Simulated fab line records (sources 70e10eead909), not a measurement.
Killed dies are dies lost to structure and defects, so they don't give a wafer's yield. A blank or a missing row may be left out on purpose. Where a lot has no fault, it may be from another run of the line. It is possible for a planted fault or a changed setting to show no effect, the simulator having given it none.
Which tool did it? + flow nand-harc + 72 wafers from 24 lots sampled at 2 of the route's 1302 steps

WHAT EACH GAUGE READ, for each wafer
NHARC_A_CONTACT_CD_MEAS_08: target cd 200 nm.
| lot  | measured     | on        | cd-nm (nm)        |
|------|--------------|-----------|-------------------|
| L074 | day 22 21:01 | cd-sem-02 | 201.1 200.2 200.9 |
| L076 | day 22 21:12 | cd-sem-03 | 202.1 200.0 201.0 |
| L075 | day 23 03:18 | cd-sem-02 | 200.4 200.7 200.5 |
| L078 | day 24 21:22 | cd-sem-02 | 199.9 200.9 200.6 |
| L079 | day 25 01:02 | cd-sem-02 | 200.0 200.2 201.9 |
| L077 | day 25 06:10 | cd-sem-02 | 199.2 199.8 201.0 |
| L080 | day 25 06:31 | cd-sem-03 | 200.5 201.6 201.1 |
| L081 | day 25 12:17 | cd-sem-02 | 201.1 200.4 200.2 |
| L082 | day 25 22:09 | cd-sem-03 | 200.8 199.8 199.9 |
| L084 | day 26 12:15 | cd-sem-02 | 200.5 200.9 200.4 |
| L083 | day 26 16:25 | cd-sem-02 | 200.4 199.9 199.4 |
| L085 | day 26 22:39 | cd-sem-03 | 200.4 200.1 202.1 |
| L086 | day 27 00:21 | cd-sem-03 | 199.6 199.2 199.9 |
| L087 | day 27 19:33 | cd-sem-01 | 200.5 200.3 199.6 |
| L090 | day 28 05:45 | cd-sem-03 | 199.7 199.2 199.7 |
| L088 | day 28 11:31 | cd-sem-01 | 201.0 200.1 200.2 |
| L089 | day 28 17:21 | cd-sem-03 | 200.2 200.4 200.5 |
| L092 | day 30 04:15 | cd-sem-03 | 199.7 200.4 200.3 |
| L091 | day 30 10:22 | cd-sem-03 | 199.6 199.7 201.0 |
| L093 | day 30 17:05 | cd-sem-01 | 200.8 199.4 200.3 |
| L094 | day 30 21:05 | cd-sem-01 | 199.1 199.1 199.7 |
| L095 | day 30 22:22 | cd-sem-01 | 199.8 201.7 199.6 |
| L097 | day 31 09:50 | cd-sem-02 | 201.1 200.9 199.3 |
| L096 | day 31 11:48 | cd-sem-01 | 200.3 199.9 200.9 |

EACH LOT AND THE TOOL THAT RAN IT (in order: tool; ch and the chambers of the sampled wafers; start)
| lot  | NHARC_A_CONTACT_STRIP_82                      |
|------|-----------------------------------------------|
| L074 | rie-diel-09 ch 0,1,3, day 22 21:01 or earlier |
| L076 | rie-diel-03 ch 1,2, day 22 21:12 or earlier   |
| L075 | rie-diel-02 ch 1,2, day 23 03:18 or earlier   |
| L078 | rie-diel-03 ch 0,2,3, day 24 21:22 or earlier |
| L079 | rie-diel-09 ch 0,3, day 25 01:02 or earlier   |
| L077 | rie-diel-09 ch 0,1, day 25 06:10 or earlier   |
| L080 | rie-diel-03 ch 0,3, day 25 06:31 or earlier   |
| L081 | rie-diel-03 ch 1,2, day 25 12:17 or earlier   |
| L082 | rie-diel-09 ch 0,2,3, day 25 22:09 or earlier |
| L084 | rie-diel-02 ch 1,2,3, day 26 12:15 or earlier |
| L083 | rie-diel-03 ch 0,1,2, day 26 16:25 or earlier |
| L085 | rie-diel-02 ch 0,1,3, day 26 22:39 or earlier |
| L086 | rie-diel-02 ch 0,2,3, day 27 00:21 or earlier |
| L087 | rie-diel-09 ch 0,1,2, day 27 19:33 or earlier |
| L090 | rie-diel-09 ch 1,2,3, day 28 05:45 or earlier |
| L088 | rie-diel-03 ch 0,1,2, day 28 11:31 or earlier |
| L089 | rie-diel-03 ch 0,1,3, day 28 17:21 or earlier |
| L092 | rie-diel-03 ch 0,2,3, day 30 04:15 or earlier |
| L091 | rie-diel-03 ch 0,3, day 30 10:22 or earlier   |
| L093 | rie-diel-03 ch 1,2,3, day 30 17:05 or earlier |
| L094 | rie-diel-09 ch 1,2, day 30 21:05 or earlier   |
| L095 | rie-diel-09 ch 0,1,2, day 30 22:22 or earlier |
| L097 | rie-diel-09 ch 1,2, day 31 09:50 or earlier   |
| L096 | rie-diel-03 ch 0,2,3, day 31 11:48 or earlier |
- NHARC_A_CONTACT_STRIP_82: strips in O2.

AS READ BY THE TOOLS THEMSELVES (means over the sampled wafers that have a number; for cases with no such wafer, the mark the record gives instead)
NHARC_A_CONTACT_STRIP_82.
| lot  | tool        | drypump-motor-current-A (A) | oes-product-au (a.u.) | rf-vpp-V (V) | showerhead-plenum-p-Torr (Torr) | throttle-valve-pct (%) |
|------|-------------|-----------------------------|-----------------------|--------------|---------------------------------|------------------------|
| L074 | rie-diel-09 | 5.8                         | 1.006                 | 58.1         | 3.60                            | 17.031                 |
| L076 | rie-diel-03 | 5.3                         | 0.993                 | 57.2         | 3.37                            | 17.035                 |
| L075 | rie-diel-02 | 5.2                         | 0.994                 | 57.2         | 3.40                            | 17.036                 |
| L078 | rie-diel-03 | 5.5                         | 1.003                 | 57.9         | 3.43                            | 17.035                 |
| L079 | rie-diel-09 | 6.2                         | 1.009                 | 57.8         | 3.59                            | 17.038                 |
| L077 | rie-diel-09 | 5.5                         | 0.990                 | 58.3         | 3.60                            | 17.034                 |
| L080 | rie-diel-03 | 5.6                         | 0.997                 | 57.4         | 3.44                            | 17.038                 |
| L081 | rie-diel-03 | 5.1                         | 0.991                 | 56.9         | 3.46                            | 17.041                 |
| L082 | rie-diel-09 | 5.8                         | 1.010                 | 58.1         | 3.56                            | 17.041                 |
| L084 | rie-diel-02 | 5.6                         | 1.002                 | 56.5         | 3.36                            | 17.030                 |
| L083 | rie-diel-03 | 5.4                         | 0.993                 | 57.5         | 3.37                            | 17.034                 |
| L085 | rie-diel-02 | 5.9                         | 0.995                 | 57.9         | 3.48                            | 17.035                 |
| L086 | rie-diel-02 | 5.4                         | 0.997                 | 57.8         | 3.52                            | 17.041                 |
| L087 | rie-diel-09 | 5.5                         | 0.989                 | 57.7         | 3.55                            | 17.041                 |
| L090 | rie-diel-09 | 5.9                         | 1.000                 | 58.3         | 3.59                            | 17.038                 |
| L088 | rie-diel-03 | 5.4                         | 0.998                 | 57.4         | 3.55                            | 17.031                 |
| L089 | rie-diel-03 | 5.4                         | 1.005                 | 58.8         | 3.51                            | 17.039                 |
| L092 | rie-diel-03 | 5.5                         | 1.010                 | 57.6         | 3.60                            | 17.040                 |
| L091 | rie-diel-03 | 5.7                         | 0.996                 | 57.6         | 3.43                            | 17.040                 |
| L093 | rie-diel-03 | 5.3                         | 0.997                 | 57.9         | 3.68                            | 17.036                 |
| L094 | rie-diel-09 | 5.6                         | 0.997                 | 58.4         | 3.59                            | 17.044                 |
| L095 | rie-diel-09 | 5.5                         | 0.998                 | 58.0         | 3.54                            | 17.037                 |
| L097 | rie-diel-09 | 5.6                         | 0.997                 | 57.5         | 3.59                            | 17.038                 |
| L096 | rie-diel-03 | 5.5                         | 1.008                 | 57.0         | 3.59                            | 17.036                 |

THE ANSWER, worked out from the rows above alone
Rule: usual is defined by the lots themselves. Put in order of their means at a reading, lots are off if they are a third of the lots or fewer, leave a main group of 4 or more, and stand apart from it by a gap of 3 or more times the standard deviation of the main group's means; of several such gaps the widest counts. The tables above print the reading to a certain number of digits; a main group whose means all agree to those digits is not used. Also off: a lot with no number at a reading for which 4 or more lots have one. All remaining lots with rows at the step are treated as sound. Order of review: gauges by route order, followed by the tools' own readings, for which a lot's mean as printed above is used. The first step at which some lot is off is used, and at that step the reading that is off furthest; a lot without a number counts as furthest.
Across all readings shown, no lot is off: no conclusion can be drawn from this.

WHAT HAD BEEN PUT IN BY THE SIMULATOR
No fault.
